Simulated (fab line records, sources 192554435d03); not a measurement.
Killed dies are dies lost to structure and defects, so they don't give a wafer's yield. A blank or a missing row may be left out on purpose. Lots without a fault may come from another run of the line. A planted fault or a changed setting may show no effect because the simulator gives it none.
Split-lot experiment | flow n5_finfet | 7 lots, 39 wafers read, on a route of 1938 steps

THE SPLIT
At N5_BEOL_M1_ILD_DEP_00 (deposits SiOC from DEMS/O2, target thk 79 nm, time 15.3 s), the setting time_s was moved away from the recipe's 15.3 s on 12 of the 39 wafers read, by -45.7% to +58.5%. The other wafers ran this setting at the recipe's value.

The file shows no step between the split and the reading.

THE READING
M1_ILD_THK, in nm, at N5_BEOL_M1_THK_MEAS_01. Fault-free wafers of this fab line usually give 79.2 nm, standard deviation 1.3 nm.

wafer  | tool, chamber at the split | time_s as run, s | against the recipe | M1_ILD_THK, nm | against lot-mates on the recipe
L074.1 | pecvd-03, 2                | 15.3             | recipe             | 77.9           | -
L074.2 | pecvd-03, 0                | 15.3             | recipe             | 77.6           | -
L074.3 | pecvd-03, 1                | 15.3             | recipe             | 79.1           | -
L074.4 | pecvd-03, 1                | 21.84            | +42.7%             | 113.8          | +35.6
L074.5 | pecvd-03, 2                | 21.84            | +42.7%             | 113.9          | +35.7
L074.6 | pecvd-03, 0                | 21.84            | +42.7%             | 112.9          | +34.7
L076.1 | pecvd-04, 0                | 15.3             | recipe             | 78.5           | -
L076.2 | pecvd-04, 1                | 15.3             | recipe             | 78.6           | -
L076.3 | pecvd-04, 2                | 15.3             | recipe             | 76.4           | -
L076.4 | pecvd-04, 1                | 15.3             | recipe             | 79.1           | -
L076.5 | pecvd-04, 2                | 15.3             | recipe             | 79.0           | -
L076.6 | pecvd-04, 0                | 15.3             | recipe             | 80.1           | -
L085.1 | pecvd-03, 0                | 15.3             | recipe             | 77.2           | -
L085.2 | pecvd-03, 1                | 15.3             | recipe             | 79.0           | -
L085.3 | pecvd-03, 2                | 15.3             | recipe             | 77.6           | -
L088.1 | pecvd-04, 1                | 15.3             | recipe             | 77.9           | -
L088.2 | pecvd-04, 0                | 15.3             | recipe             | 78.9           | -
L088.3 | pecvd-04, 1                | 15.3             | recipe             | 79.6           | -
L088.4 | pecvd-04, 0,1              | 15.3             | recipe             | 80.4           | -
L088.5 | pecvd-04, 0                | 15.3             | recipe             | 80.9           | -
L088.6 | pecvd-04, 0,1              | 15.3             | recipe             | 80.3           | -
L095.1 | pecvd-04, 1                | 15.3             | recipe             | 77.0           | -
L095.2 | pecvd-04, 0                | 24.25            | +58.5%             | 123.5          | +45.0
L095.3 | pecvd-04, 2                | 15.3             | recipe             | 78.2           | -
L095.4 | pecvd-04, 2,1              | 24.25            | +58.5%             | 124.7          | +46.2
L095.5 | pecvd-04, 2,1              | 24.25            | +58.5%             | 124.5          | +46.0
L095.6 | pecvd-04, 0                | 15.3             | recipe             | 80.2           | -
L096.1 | pecvd-03, 1                | 8.309            | -45.7%             | 44.3           | -34.4
L096.2 | pecvd-03, 0                | 8.309            | -45.7%             | 40.6           | -38.1
L096.3 | pecvd-03, 2                | 15.3             | recipe             | 78.3           | -
L096.4 | pecvd-03, 2                | 8.309            | -45.7%             | 44.1           | -34.6
L096.5 | pecvd-03, 0                | 15.3             | recipe             | 77.4           | -
L096.6 | pecvd-03, 1                | 15.3             | recipe             | 80.5           | -
L097.1 | pecvd-03, 0                | 9.176            | -40.0%             | 46.5           | -32.3
L097.2 | pecvd-03, 1,2              | 15.3             | recipe             | 79.1           | -
L097.3 | pecvd-03, 2,1              | 9.176            | -40.0%             | 47.8           | -31.0
L097.4 | pecvd-03, 2,1              | 9.176            | -40.0%             | 47.9           | -30.9
L097.5 | pecvd-03, 1,2              | 15.3             | recipe             | 79.3           | -
L097.6 | pecvd-03, 0                | 15.3             | recipe             | 78.1           | -
Where a row lists several chambers, the file gives one row for several wafers and doesn't say which wafer went through which chamber.

THE FIT
A straight line over all 39 wafers: M1_ILD_THK changes by +0.787 nm for each +1% of time_s; r = +1.00; the points scatter about the line by 1.2 nm.
The same after taking each lot's own level away (the mean of its wafers on the recipe; 39 wafers): +0.792 nm for each +1%; r = +1.00; scatter 1.1 nm.
On that fit, the largest move of time_s shifts the reading by 46 nm.
The lots' own levels span 77.93 to 79.67 nm, that is 1.3 times the standard deviation above.
So the lot-to-lot level changes the slope little: the two slopes agree.
Check: with one of the wafers moved furthest among these (+58.5%) left out of the fit, the line predicts +46.7 nm for it against its lot-mates. It came out at +45 nm against them.

OTHER SPLITS ON THESE WAFERS
These wafers also went through other splits before the reading. Each is held against what the fit with the lots' levels taken away leaves over:
other split on the same wafers          | wafers away from the commonest value | r with M1_ILD_THK (lot level and that fit taken away)
N5_HKMG_FIN_NWFM_ALD_20 ald_cycles      | 15                                   | -0.04
N5_MOL_CONTACT_COAG_ETCHBACK_135 time_s | 9                                    | -0.03

THE WHOLE CHAIN: every reading that the file lists as answering this split, in the file's order
step                   | what it does                                              | reading                                                                            | change (the file's fit)               | r (the file's)
N5_BEOL_M1_ILD_DEP_00  | deposits SiOC from DEMS/O2, target thk 79 nm, time 15.3 s | SiOC_of_BEOL_M1_ILD_DEP_00.thk_nm (the simulator's own value, which no gauge read) | +0.792 nm for each +1% of the setting | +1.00
N5_BEOL_M1_THK_MEAS_01 |                                                           | M1_ILD_THK                                                                         | +0.792 for each +1% of the setting    | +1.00

THE FILE'S OWN FIT
M1_ILD_THK changes by +0.792 nm for each +1% of time_s, r = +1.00.
